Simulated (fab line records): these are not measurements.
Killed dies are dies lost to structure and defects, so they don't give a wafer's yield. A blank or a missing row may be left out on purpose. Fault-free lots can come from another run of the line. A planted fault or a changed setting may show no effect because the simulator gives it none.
2 desks looking at one fault	flow n5_finfet	what lay behind the numbers comes last; until then each desk has only its own

AT THE METROLOGY DESK
Means of the sampled wafers that have a number, per lot and without regard to the tool the lot ran on: this is what the gauges read. Marked OUT: a lot whose mean sits more than 4 standard deviations from the usual mean, which makes it out of limits; the brackets give that distance. 7 of its 11 readings are shown, namely those furthest out on some lot.
Columns: A = DIBL_N at N5_BEOL_M4_RC_MEAS_101, usual 36.3 mV/V; B = DIBL_P at N5_BEOL_M4_RC_MEAS_101, usual 36.1 mV/V; C = IOFF_N at N5_BEOL_M4_RC_MEAS_101, usual 0.161 nA/um; D = ION_P at N5_BEOL_M4_RC_MEAS_101, usual 462 uA/um; E = SS_N at N5_BEOL_M4_RC_MEAS_101, usual 71.5 mV/dec; F = SS_P at N5_BEOL_M4_RC_MEAS_101, usual 73.2 mV/dec; G = VT_P at N5_BEOL_M4_RC_MEAS_101, usual -249.9 mV
lot	first seen here	A	B	C	D	E	F	G
L170	day 8 09:01	37.0	37.0	0.181	461	71.6	73.8	-248.4
L173	day 8 16:32	34.5	35.7	0.158	461	71.7	72.9	-251.4
L174	day 9 03:38	36.5	36.7	0.160	462	71.3	73.2	-248.9
L175	day 9 10:55	37.0	38.9	0.179	463	71.8	73.9	-249.1
L178	day 10 06:02	36.4	36.2	0.168	456	71.6	73.8	-253.4
L180	day 10 14:56	37.7	36.4	0.172	459	71.2	72.9	-250.2
L181	day 10 19:12	36.8	38.3	0.182	466	71.8	73.4	-250.9
L184	day 11 08:57	37.6	37.5	0.188	463	72.0	72.9	-249.1
L186	day 12 01:06	35.9	37.2	0.170	461	72.1	73.5	-249.7
This desk's finding: nothing out of limits on any of the 9 lots.

TOOL OWNER'S DESK, rie_diel-04
The tool's own readings at N5_BEOL_M2_ETCH_41 (etches SiCN in CH3F/O2, target depth 29.9 nm, time 52.5 s): means of the sampled wafers that have a number, for each lot that ran on this tool. Marked OUT: a lot whose mean sits more than 4 standard deviations from the usual mean, which makes it out of limits; the brackets give that distance. 7 of its 8 readings are shown, namely those furthest out on some lot.
Columns: A = CH3F_flow_sccm at N5_BEOL_M2_ETCH_41, usual 30.00 sccm; B = O2_flow_sccm at N5_BEOL_M2_ETCH_41, usual 20.00 sccm; C = drypump_motor_current_A at N5_BEOL_M2_ETCH_41, usual 5.9 A; D = oes_product_au at N5_BEOL_M2_ETCH_41, usual 0.79 a.u.; E = rf_vpp_V at N5_BEOL_M2_ETCH_41, usual 297.5 V; F = showerhead_plenum_p_Torr at N5_BEOL_M2_ETCH_41, usual 2.01 Torr; G = throttle_valve_pct at N5_BEOL_M2_ETCH_41, usual 16.32 %
lot	first seen here	A	B	C	D	E	F	G
L173	day 8 19:22	30.03	20.03	6.3	0.72	296.1	1.93	16.29
L174	day 9 08:20	30.01	20.06	5.7	0.88	297.4	2.03	16.04
L180	day 10 16:00	30.02	20.03	5.7	0.85	298.6	2.06	16.08
L181	day 10 20:17	30.01	19.93	5.7	1.00	297.8	2.02	16.07
This desk's finding: nothing out of limits on any of the 4 lots.

ALL TOGETHER
The metrology desk saw nothing out of limits.
Nothing out of limits was seen by the tool owner's desk.

WHAT HAD BEEN PUT IN BY THE SIMULATOR
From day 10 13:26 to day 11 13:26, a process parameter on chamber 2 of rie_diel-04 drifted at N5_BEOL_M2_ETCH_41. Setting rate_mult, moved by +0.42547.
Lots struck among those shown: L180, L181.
